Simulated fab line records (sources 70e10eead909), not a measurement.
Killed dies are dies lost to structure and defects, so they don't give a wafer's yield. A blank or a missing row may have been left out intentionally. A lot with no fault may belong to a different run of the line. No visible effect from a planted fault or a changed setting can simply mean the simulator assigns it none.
A single fault, viewed from 2 desks || flow nand-harc || numbers are kept per desk, each desk with only its own; the story behind them comes last

== METROLOGY DESK ==
Means of the sampled wafers that have a number, per lot and without regard to the tool the lot ran on: this is what the gauges read. A lot is out of limits, marked OUT, if its mean lies more than 4 standard deviations from the usual mean; the brackets give that distance.
Columns: A = overlay-x-nm at NHARC_A_BLC_OVL_MEAS_11, usual 0.0 nm; B = overlay-y-nm at NHARC_A_BLC_OVL_MEAS_11, usual 0.0 nm
{"lot": "L750", "first seen here": "day 22 01:43", "A": -0.6, "B": 0.0}
{"lot": "L751", "first seen here": "day 22 21:35", "A": -0.9, "B": 0.2}
{"lot": "L752", "first seen here": "day 22 23:52", "A": -1.7, "B": 1.4}
{"lot": "L755", "first seen here": "day 24 05:28", "A": 0.3, "B": 0.5}
{"lot": "L754", "first seen here": "day 24 07:31", "A": -0.1, "B": -1.2}
{"lot": "L756", "first seen here": "day 25 01:33", "A": -2.8, "B": 0.7}
{"lot": "L757", "first seen here": "day 25 22:44", "A": 1.6, "B": -1.1}
{"lot": "L759", "first seen here": "day 26 10:58", "A": 0.8, "B": -0.3}
{"lot": "L764", "first seen here": "day 27 21:48", "A": -0.3, "B": -0.1}
{"lot": "L769", "first seen here": "day 29 23:31", "A": 1.1, "B": 0.0}
{"lot": "L770", "first seen here": "day 30 05:59", "A": -0.2, "B": -0.4}
{"lot": "L772", "first seen here": "day 31 03:07", "A": 0.2, "B": 0.5}
{"lot": "L773", "first seen here": "day 31 19:23", "A": -1.0, "B": 0.8}
This desk found nothing out of limits on any of the 13 lots.

== DESK OF THE TOOL OWNER: ald-metal-04 ==
The tool's own readings at NHARC_A_CONTACT_ALD_18 (deposits TiN, target thk 3 nm, pulse time 1 s, ald cycles 150): means of the sampled wafers that have a number, for each lot that ran on this tool. A lot is out of limits, marked OUT, if its mean lies more than 4 standard deviations from the usual mean; the brackets give that distance.
Columns: A = heater-power-w at NHARC_A_CONTACT_ALD_18, usual 1069 W; B = precursor-pulse-height-rel at NHARC_A_CONTACT_ALD_18, usual 1.001
{"lot": "L750", "first seen here": "day 21 23:49", "A": 1044, "B": 0.985}
{"lot": "L755", "first seen here": "day 24 03:22", "A": 1007, "B": 1.003}
{"lot": "L756", "first seen here": "day 24 23:37", "A": 1048, "B": 1.022}
{"lot": "L757", "first seen here": "day 25 20:40", "A": 1035, "B": 1.002}
{"lot": "L759", "first seen here": "day 26 08:53", "A": 1053, "B": 0.994}
{"lot": "L769", "first seen here": "day 29 21:32", "A": 1018, "B": 0.997}
{"lot": "L770", "first seen here": "day 30 04:03", "A": 1034, "B": 1.010}
{"lot": "L772", "first seen here": "day 31 01:02", "A": 1029, "B": 0.986}
{"lot": "L773", "first seen here": "day 31 17:26", "A": 1041, "B": 1.010}
This desk found nothing out of limits on any of the 9 lots.

== BROUGHT TOGETHER ==
From the metrology desk's view, nothing was out of limits.
The desk of the tool owner found nothing out of limits.

== WHAT THE SIMULATOR HAD INSERTED ==
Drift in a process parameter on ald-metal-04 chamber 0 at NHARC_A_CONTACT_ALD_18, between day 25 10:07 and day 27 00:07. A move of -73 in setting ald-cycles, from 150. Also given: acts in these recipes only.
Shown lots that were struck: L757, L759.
